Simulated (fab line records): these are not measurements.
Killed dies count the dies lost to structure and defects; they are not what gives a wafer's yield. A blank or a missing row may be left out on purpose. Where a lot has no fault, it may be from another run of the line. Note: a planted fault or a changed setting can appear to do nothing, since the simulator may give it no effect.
fab line records	flow nand_harc
record lots=13	wafers=39	last_day=25
route steps=1159 shown A_WL_FILL@833 A_CONTACT@842 END@1159
lots untouched by any fault: they come from a run of this same line in which no faults occurred
start_h: the number of hours between the record's first day and the start of the first shown wafer of the lot	wait_h: hours elapsed since this lot's preceding step	" identical to the entry in the row above	L1.1+2: one row covering several wafers at once	- no value, or no start given	* or withheld: withheld	< > ~ a bound
route shown NAME@n: names a module that has steps shown in the file, with the first one's number in the route	usual: mean/standard deviation taken from wafers without a fault	same: alike in all rows	chamber/n: place in a boat	sites: each site's reading	_std_site: the values' standard deviation	_edge_site: outer sites' mean less inner sites'	radius_mm: for every site, how far away it sits from the centre of the wafer	mask NAME#n: copy n	behind: the tool/chamber that last shaped the wafer	hold: reason for holding the lot/hours on hold/outcome of the hold	device: whichever transistor did not switch (one of n, p or np)	end of line: the route-end tests of the same wafers	where a step has no rows: the recipe by itself	killed: the dies lost at the first sort to structure and to defects; this is not the yield of the wafer	map: dies across one wafer; x = killed, . = not, _ = none there
set.NAME: the setting that was run; set.NAME@STEP: the one run at that earlier step	model.NAME: the simulator's own value behind a step, which no gauge read
route steps across a sampled set of lots; one table per step, one row per wafer
services: the hour from which a tool's chamber was out of use, counted from the record's first day as start_h (under 0 if before that day), plus the number of hours and why
## steps
# step NHARC_A_WL_FILL_CVD_20
# recipe target_thk_a=750	temp_c=300	pressure_torr=40	wf6_flow_sccm=40	h2_flow_sccm=1600	ar_flow_sccm=1560	time_s=5064	material=W
# usual heater_power_outer_w=244/15	heater_power_w=451/20	mfc_wf6_sccm=40.01/0.13	throttle_valve_pct=7.7/0.31
lot.wafer	tool	chamber	start_h	wait_h	heater_power_outer_w	heater_power_w	mfc_wf6_sccm	throttle_valve_pct
L659.2	cvd_w-02	1	-	-	242	431	40.10	8.2
L659.4	"	0	"	"	254	478	40.10	7.1
L659.3	"	1	"	"	245	439	40.11	8.4
L660.2	cvd_w-02	1	-	-	241	447	39.88	8.1
L660.6	"	0	"	"	261	485	40.11	7.4
L660.5	"	1	"	"	247	451	39.88	8.3
L661.2	cvd_w-01	1	-	-	250	454	39.95	7.9
L661.3	"	1	"	"	247	445	40.03	7.2
L661.5	"	0	"	"	229	443	39.85	8.0
L666.1	cvd_w-01	1	-	-	249	453	40.05	7.8
L666.3	"	0	"	"	221	431	40.15	7.7
L666.5	"	0	"	"	230	438	40.18	7.6
L665.2	cvd_w-01	0	-	-	223	435	39.94	7.6
L665.3	"	1	"	"	251	452	40.14	7.6
L665.6	"	0	"	"	221	452	40.00	7.6
L668.1	cvd_w-02	0	-	-	261	480	39.97	7.5
L668.5	"	1	"	"	229	431	39.98	8.1
L668.6	"	0	"	"	265	479	40.03	7.6
L673.1	cvd_w-01	1	-	-	261	438	40.16	7.6
L673.2	"	0	"	"	228	455	40.10	7.7
L673.3	"	1	"	"	247	442	39.76	7.5
L675.4	cvd_w-01	1	-	-	248	441	39.89	7.8
L675.3	"	0	"	"	222	443	39.82	7.9
L675.6	"	1	"	"	247	457	39.86	7.7
L680.2	cvd_w-02	0	-	-	264	479	39.90	7.7
L680.3	"	0	"	"	262	483	39.91	7.7
L680.6	"	0	"	"	263	480	39.98	7.5
L678.2	cvd_w-01	0	-	-	228	446	40.03	7.7
L678.3	"	1	"	"	255	449	39.82	7.6
L678.6	"	1	"	"	242	448	39.79	7.5
L676.3	cvd_w-02	0	-	-	267	482	39.89	7.4
L676.6	"	0	"	"	265	492	40.01	7.5
L676.5	"	1	"	"	230	428	40.03	8.0
L681.2	cvd_w-02	0	-	-	256	481	40.04	7.4
L681.1	"	1	"	"	235	425	39.90	8.3
L681.3	"	0	"	"	260	479	39.97	7.6
L682.2	cvd_w-01	1	-	-	263	462	39.78	7.5
L682.3	"	0	"	"	240	453	39.95	7.3
L682.6	"	0	"	"	230	454	40.02	7.6
# step NHARC_A_WL_FILL_CMP_12
# recipe t_overpolish_s=30	target_thk_nm=75
# usual motor_current_A=12.4/1.5	overpolish_run_s=30.000/0.0087	slurry_flow_ml_min=150.0/0.45	time_to_endpoint_s=14.9/2.2
lot.wafer	tool	chamber	start_h	wait_h	motor_current_A	overpolish_run_s	slurry_flow_ml_min	time_to_endpoint_s
L659.2	cmp-03	2	374.95	3.6	10.0	30.006	149.6	18.1
L659.4	"	3	"	"	13.5	29.989	150.1	16.8
L659.3	"	0	"	"	12.0	29.995	149.8	15.6
L660.2	cmp-04	1	379.34	3.7	11.7	30.001	150.5	13.3
L660.6	"	3	"	"	15.2	30.001	150.1	12.3
L660.5	"	0	"	"	10.1	30.014	149.9	10.8
L661.3	cmp-04	2	385.40	2.9	14.4	30.013	149.8	13.0
L661.2	"	3	"	"	15.3	30.014	149.4	17.0
L661.5	"	1	"	"	12.8	30.018	150.5	16.7
L666.3	cmp-01	0	403.66	3.0	10.7	30.004	150.2	16.1
L666.1	"	1	"	"	11.8	30.004	150.0	13.8
L666.5	"	3	"	"	13.8	30.007	150.7	14.0
L665.2	cmp-03	2	407.90	3.6	10.0	29.980	149.1	15.0
L665.3	"	1	"	"	11.8	30.008	149.5	15.6
L665.6	"	3	"	"	14.4	30.000	149.9	14.0
L668.1	cmp-01	0	421.37	3.6	11.0	29.995	149.8	16.2
L668.5	"	0	"	"	11.6	29.994	150.1	17.7
L668.6	"	1	"	"	12.4	29.991	150.9	18.1
L673.2	cmp-01	0	439.28	3.6	11.3	30.009	151.3	10.7
L673.3	"	2	"	"	11.2	30.000	150.0	10.7
L673.1	"	3	"	"	12.8	29.987	150.5	12.4
L675.3	cmp-01	1	466.15	2.2	12.3	30.004	150.4	16.2
L675.4	"	0	"	"	11.7	30.016	150.5	14.4
L675.6	"	1	"	"	12.6	30.001	150.1	15.5
L680.3	cmp-03	1	472.93	2.9	11.9	29.988	150.1	15.2
L680.2	"	2	"	"	10.5	29.995	149.7	13.0
L680.6	"	0	"	"	12.9	29.995	149.9	10.7
L676.3	cmp-03	2	477.70	3.0	10.2	29.999	149.9	17.8
L676.5	"	3	"	"	14.7	30.006	150.3	16.5
L676.6	"	0	"	"	12.6	29.999	149.6	11.4
L678.3	cmp-03	3	478.04	2.9	14.3	30.013	149.7	15.4
L678.2	"	2	"	"	10.6	29.998	149.4	16.9
L678.6	"	3	"	"	14.9	29.997	150.5	13.7
L681.3	cmp-01	1	481.97	2.9	12.8	30.002	149.4	13.3
L681.2	"	2	"	"	11.2	30.012	149.6	14.3
L681.1	"	3	"	"	13.2	30.002	149.9	15.5
L682.2	cmp-03	2	519.68	3.6	10.6	30.008	151.1	17.8
L682.3	"	3	"	"	14.2	30.009	150.0	17.8
L682.6	"	3	"	"	14.0	29.994	150.5	14.4
# step NHARC_A_CONTACT_DEP_28
# recipe target_thk_a=36000	temp_c=400	material=aC
# usual throttle_valve_pct=34.999/0.0085
lot.wafer	tool	chamber	start_h	wait_h	throttle_valve_pct
L659.2	acl_dep-02	0	376.64	0.6	35.005
L659.3	"	0	"	"	35.006
L659.4	"	0	"	"	35.000
L660.2	acl_dep-02	0	380.86	0.4	34.995
L660.5	"	0	381.96	1.5	35.006
L660.6	"	0	"	"	34.983
L661.2	acl_dep-03	0	386.88	0.4	35.010
L661.3	"	0	"	"	35.015
L661.5	"	0	"	"	34.999
L666.1	acl_dep-02	0	404.75	0.1	35.001
L666.3	"	0	"	"	34.995
L666.5	"	0	"	"	34.987
L665.2	acl_dep-01	0	412.33	3.4	35.001
L665.3	"	0	"	"	34.997
L665.6	"	0	413.79	4.8	35.016
L668.1	acl_dep-01	0	422.55	0.1	34.999
L668.5	"	0	424.03	1.5	35.005
L668.6	"	0	"	"	35.004
L673.1	acl_dep-03	0	440.46	0.1	35.000
L673.2	"	0	"	"	34.994
L673.3	"	0	"	"	34.999
L675.3	acl_dep-03	0	470.84	3.6	35.001
L675.4	"	0	"	"	35.002
L675.6	"	0	"	"	34.991
L680.2	acl_dep-03	0	474.48	0.5	35.000
L680.3	"	0	"	"	35.001
L680.6	"	0	475.96	2.0	34.988
L676.3	acl_dep-02	0	479.48	0.8	34.993
L676.5	"	0	"	"	35.012
L676.6	"	0	"	"	34.995
L678.2	acl_dep-03	0	480.32	1.2	35.000
L678.3	"	0	"	"	35.002
L678.6	"	0	481.79	2.7	35.009
L681.1	acl_dep-03	0	485.81	2.8	35.002
L681.2	"	0	"	"	34.981
L681.3	"	0	"	"	34.996
L682.2	acl_dep-02	0	521.20	0.4	34.994
L682.3	"	0	"	"	34.990
L682.6	"	0	522.64	1.9	35.002
# step NHARC_A_CONTACT_INSPECT_44
# usual raw_defect_count=26/12
lot.wafer	tool	chamber	start_h	wait_h	raw_defect_count
L659.2	defect_inspect-02	-	379.22	0.0	17
L659.3	"	-	"	"	8
L659.4	"	-	"	"	13
L660.2	defect_inspect-02	-	383.59	0.0	15
L660.5	"	-	"	"	20
L660.6	"	-	"	"	33
L661.2	defect_inspect-02	-	389.46	0.0	46
L661.3	"	-	"	"	39
L661.5	"	-	"	"	27
L666.1	defect_inspect-02	-	407.70	0.0	27
L666.3	"	-	"	"	31
L666.5	"	-	"	"	35
L665.2	defect_inspect-02	-	414.90	0.0	1325
L665.3	"	-	"	"	1326
L665.6	"	-	"	"	1333
L668.1	defect_inspect-02	-	425.55	0.0	1339
L668.5	"	-	"	"	1330
L668.6	"	-	"	"	1325
L673.1	defect_inspect-02	-	443.53	0.0	10
L673.2	"	-	"	"	13
L673.3	"	-	"	"	15
L675.3	defect_inspect-02	-	473.05	0.0	31
L675.4	"	-	"	"	37
L675.6	"	-	"	"	42
L680.2	defect_inspect-01	-	477.19	0.0	25
L680.3	"	-	"	"	32
L680.6	"	-	"	"	20
L676.3	defect_inspect-02	-	481.92	0.1	60
L676.5	"	-	"	"	55
L676.6	"	-	"	"	44
L678.2	defect_inspect-01	-	483.03	0.0	34
L678.3	"	-	"	"	38
L678.6	"	-	"	"	50
L681.1	defect_inspect-01	-	488.94	0.0	16
L681.2	"	-	"	"	10
L681.3	"	-	"	"	9
L682.2	defect_inspect-01	-	523.87	0.0	15
L682.3	"	-	"	"	17
L682.6	"	-	"	"	20
# step NHARC_A_CONTACT_ETCH_117
# recipe source_w=withheld	pressure_mtorr=20	bias_v=3000	time_s=94	target_depth_a=9220	ar_flow_sccm=withheld	c4f8_flow_sccm=withheld	o2_flow_sccm=withheld	chemistry=C4F8/O2/Ar
lot.wafer	tool	chamber	start_h	wait_h	rf_hours_counter_h
L659.2	har_cap_etch-02	0	381.32	0.1	10
L659.3	"	0	"	"	-
L659.4	"	1	"	"	-
L660.2	har_cap_etch-03	1	386.01	0.1	86
L660.6	"	0	"	"	-
L660.5	"	1	"	"	-
L661.2	har_cap_etch-03	1	391.43	0.1	88
L661.3	"	1	"	"	-
L661.5	"	1	"	"	-
L666.1	har_cap_etch-02	0	409.79	0.1	16
L666.3	"	0	"	"	-
L666.5	"	1	"	"	-
L665.2	har_cap_etch-02	1	416.88	0.1	17
L665.3	"	1	"	"	-
L665.6	"	1	"	"	-
L668.1	har_cap_etch-01	0	427.80	0.1	66
L668.5	"	1	"	"	-
L668.6	"	0	"	"	-
L673.1	har_cap_etch-03	1	445.77	0.1	99
L673.2	"	0	"	"	99
L673.3	"	0	"	"	-
L675.3	har_cap_etch-03	0	475.08	0.1	-
L675.4	"	1	"	"	-
L675.6	"	0	"	"	-
L680.2	har_cap_etch-02	0	479.49	0.1	27
L680.3	"	0	"	"	-
L680.6	"	1	"	"	-
L676.3	har_cap_etch-03	1	483.98	0.1	-
L676.6	"	1	"	"	-
L676.5	"	0	"	"	-
L678.2	har_cap_etch-01	0	485.62	0.1	77
L678.3	"	1	"	"	-
L678.6	"	0	"	"	-
L681.2	har_cap_etch-02	0	490.92	0.1	31
L681.1	"	1	"	"	31
L681.3	"	0	"	"	-
L682.2	har_cap_etch-02	0	525.86	0.1	37
L682.3	"	0	"	"	-
L682.6	"	1	"	"	-
# step NHARC_END_SORT_01
# recipe temp_c=25
# usual killed_at_array=28/10	killed_at_other=0.6/0.85	killed_at_periphery=3.3/2.3	killed_dies=32/11	killed_open=3.3/1.5	killed_short=2.1/1.4
# same gross_dies=677
lot.wafer	tool	chamber	start_h	wait_h	killed_at_array	killed_at_other	killed_at_periphery	killed_dies	killed_open	killed_short
L665.2	prober-02	0	490.37	2.8	109	0	2	111	3	2
L665.3	prober-02	0	491.18	3.1	110	0	6	116	3	1
L665.6	prober-02	0	493.59	4.0	116	1	3	120	2	2
L668.1	prober-02	0	497.38	2.5	117	0	2	119	3	0
L668.5	prober-02	0	500.64	3.8	138	0	4	142	4	3
L668.6	prober-02	0	501.46	4.1	125	0	5	130	6	3
L673.1	prober-02	0	513.39	2.5	14	1	2	17	3	2
L673.2	prober-02	0	514.19	2.8	18	0	4	22	2	2
L673.3	prober-02	0	514.98	3.1	18	0	0	18	3	2
L678.2	prober-02	0	564.24	2.8	36	0	1	37	3	3
L678.3	prober-02	0	565.04	3.1	47	0	2	49	4	2
L678.6	prober-02	0	567.44	4.0	45	1	5	51	5	2
L682.2	prober-02	0	597.13	2.8	17	0	0	17	4	0
L682.3	prober-02	0	597.94	3.1	24	0	0	24	2	3
L682.6	prober-02	0	600.35	4.0	28	0	2	30	7	2
# killed by level:class
L665.2 A_CONTACT:unspecified=99 A_CHANNEL_HOLE_D1:chamber_film_flake=4 A_CHANNEL_HOLE_D1:geometric_particle:open=2 A_CHANNEL_FILL_D1:geometric_particle:short=2 A_CONTACT:geometric_particle:open=1 P_GATE:chamber_film_flake=1 P_M2:chamber_film_flake=1 A_STAIRCASE:chamber_film_flake=1
L665.3 A_CONTACT:unspecified=94 A_CHANNEL_HOLE_D1:chamber_film_flake=11 A_STAIRCASE:chamber_film_flake=3 P_CONTACT:geometric_particle:open=2 P_M2:chamber_film_flake=2 A_WL_FILL:geometric_particle:short=1 A_CONTACT:geometric_particle:open=1 P_GATE:chamber_film_flake=1
L665.6 A_CONTACT:unspecified=106 A_CHANNEL_HOLE_D1:chamber_film_flake=5 P_M2:chamber_film_flake=3 A_STAIRCASE:chamber_film_flake=2 A_ONON_D1:geometric_particle:open=1 A_CHANNEL_FILL_D1:geometric_particle:short=1 A_M0:geometric_particle:open=1 STARTING-WAFER:geometric_particle:short=1
L668.1 A_CONTACT:unspecified=102 A_STAIRCASE:chamber_film_flake=4 A_CONTACT:chamber_film_flake=4 A_CHANNEL_HOLE_D1:chamber_film_flake=2 A_SLIT:chamber_film_flake=2 P_STI:geometric_particle:open=1 A_ONON_D1:geometric_particle:open=1 A_BLC:geometric_particle:open=1
L668.5 A_CONTACT:unspecified=112 A_CHANNEL_HOLE_D1:chamber_film_flake=13 A_ONON_D1:geometric_particle:short=3 A_ONON_D1:geometric_particle:open=3 P_GATE:chamber_film_flake=3 A_CONTACT:chamber_film_flake=3 A_BLC:chamber_film_flake=3 P_M0:geometric_particle:open=1
L668.6 A_CONTACT:unspecified=106 A_WL_FILL:chamber_film_flake=5 A_CONTACT:chamber_film_flake=4 P_CONTACT:geometric_particle:open=2 A_M0:geometric_particle:open=2 P_GATE:chamber_film_flake=2 A_CHANNEL_HOLE_D1:chamber_film_flake=2 A_STAIRCASE:chamber_film_flake=2
L673.1 A_CHANNEL_HOLE_D1:chamber_film_flake=7 A_SGD_CUT:geometric_particle:open=2 P_GATE:chamber_film_flake=2 A_ONON_D1:geometric_particle:short=1 A_SGD_CUT:geometric_particle:short=1 STARTING-WAFER:geometric_particle:open=1 A_STAIRCASE:chamber_film_flake=1 A_SLIT:chamber_film_flake=1
L673.2 A_CHANNEL_HOLE_D1:chamber_film_flake=8 A_CONTACT:chamber_film_flake=6 A_WL_FILL:chamber_film_flake=2 P_GATE:geometric_particle:short=1 P_CONTACT:geometric_particle:open=1 P_M1:geometric_particle:open=1 A_WL_FILL:geometric_particle:short=1 P_M0:chamber_film_flake=1
L673.3 A_CHANNEL_HOLE_D1:chamber_film_flake=7 A_CONTACT:chamber_film_flake=3 A_WL_FILL:chamber_film_flake=2 A_SOURCE_PLATE:geometric_particle:open=1 A_ONON_D1:geometric_particle:short=1 A_CHANNEL_FILL_D1:geometric_particle:open=1 A_SGD_CUT:geometric_particle:short=1 A_WL_FILL:geometric_particle:open=1
L678.2 A_SLIT:chamber_film_flake=17 A_CHANNEL_HOLE_D1:chamber_film_flake=5 A_STAIRCASE:chamber_film_flake=5 A_CONTACT:chamber_film_flake=3 P_M2:geometric_particle:short=1 A_SOURCE_PLATE:geometric_particle:open=1 A_ONON_D1:geometric_particle:open=1 A_CHANNEL_HOLE_D1:geometric_particle:short=1
L678.3 A_SLIT:chamber_film_flake=21 A_CHANNEL_HOLE_D1:chamber_film_flake=11 A_CONTACT:chamber_film_flake=7 A_ONON_D1:geometric_particle:short=2 A_CHANNEL_FILL_D1:chamber_film_flake=2 P_M0:geometric_particle:open=1 A_CHANNEL_FILL_D1:geometric_particle:open=1 A_CONTACT:geometric_particle:open=1
L678.6 A_SLIT:chamber_film_flake=22 A_CONTACT:chamber_film_flake=8 A_CHANNEL_HOLE_D1:chamber_film_flake=6 A_STAIRCASE:chamber_film_flake=5 P_CONTACT:geometric_particle:open=2 P_GATE:geometric_particle:open=1 P_M0:geometric_particle:open=1 P_M0:geometric_particle:short=1
L682.2 A_CHANNEL_HOLE_D1:chamber_film_flake=5 A_CHANNEL_FILL_D1:chamber_film_flake=4 A_CONTACT:geometric_particle:open=3 A_STAIRCASE:chamber_film_flake=2 A_CHANNEL_FILL_D1:geometric_particle:open=1 A_SLIT:chamber_film_flake=1 A_CONTACT:chamber_film_flake=1
L682.3 A_CHANNEL_HOLE_D1:chamber_film_flake=10 A_CONTACT:chamber_film_flake=7 A_ONON_D1:geometric_particle:short=1 A_CHANNEL_FILL_D1:geometric_particle:short=1 A_CHANNEL_FILL_D1:geometric_particle:open=1 A_CONTACT:geometric_particle:open=1 A_M0:geometric_particle:short=1 A_ZERO_WELL:chamber_film_flake=1
L682.6 A_CHANNEL_HOLE_D1:chamber_film_flake=11 A_CONTACT:chamber_film_flake=3 A_CHANNEL_FILL_D1:geometric_particle:open=2 A_CONTACT:geometric_particle:open=2 A_CHANNEL_FILL_D1:chamber_film_flake=2 A_STAIRCASE:chamber_film_flake=2 P_CONTACT:geometric_particle:open=1 P_M0:geometric_particle:short=1
## services
tool	chamber	start_h	hours	kind
cmp-03	-	352.03	4.0	pm
acl_dep-02	-	352.99	13.0	pm
cmp-04	-	358.03	0.8	repair
cmp-01	-	367.05	1.0	repair
cmp-01	-	375.53	4.0	pm
cvd_w-02	-	381.37	13.0	pm
cvd_w-01	-	393.28	0.3	repair
cmp-04	-	400.92	4.0	pm
acl_dep-03	-	405.26	13.0	pm
cmp-01	-	406.88	0.6	repair
cmp-03	-	450.12	4.0	pm
cmp-03	-	460.71	2.4	repair
cmp-01	-	473.53	4.0	pm
acl_dep-01	-	477.11	13.0	pm
cvd_w-01	-	477.28	13.0	pm
cvd_w-01	0	477.28	13.0	vent_cycle
cvd_w-01	1	477.28	13.0	vent_cycle
cmp-03	-	480.31	0.5	repair
cvd_w-01	0	490.28	-	clean
cvd_w-01	1	490.28	-	clean
cmp-03	-	495.27	3.3	repair
cmp-04	-	498.92	4.0	pm
cmp-01	-	506.44	0.8	repair
cmp-04	-	518.80	1.2	repair
## key
first_sign step=NHARC_A_CONTACT_INSPECT_44	reading=raw_defect_count	direction=up	sigmas=99+	usual=26	struck=1330
effect step=NHARC_END_SORT_01	reading=killed_at_array	direction=up	sigmas=8.9	usual=28	struck=119
more_kills_born_at NHARC_A_CONTACT_DEP_28@acl_dep-01=619
met_at NHARC_A_CONTACT_DEP_28
struck_lots L665,L668
tester_left_out L665,L668
not_acting_at NHARC_A_WL_FILL_CVD_20,NHARC_A_WL_FILL_CMP_12,NHARC_A_CONTACT_ETCH_117
fault kind=chamber_particle_source	tool=acl_dep-01	chamber=-	onset_h=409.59	steps=NHARC_A_CONTACT_DEP_28	rate_per_visit_cm2=2.0371	end_h=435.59
# tester_left_out: of these lots the tester's yield and bins aren't shown, on N5 and GAA mostly nor the transistor test; their killed dies are dies lost to structure and defects alone, not to doping, threshold or leakage, so they don't give the yield
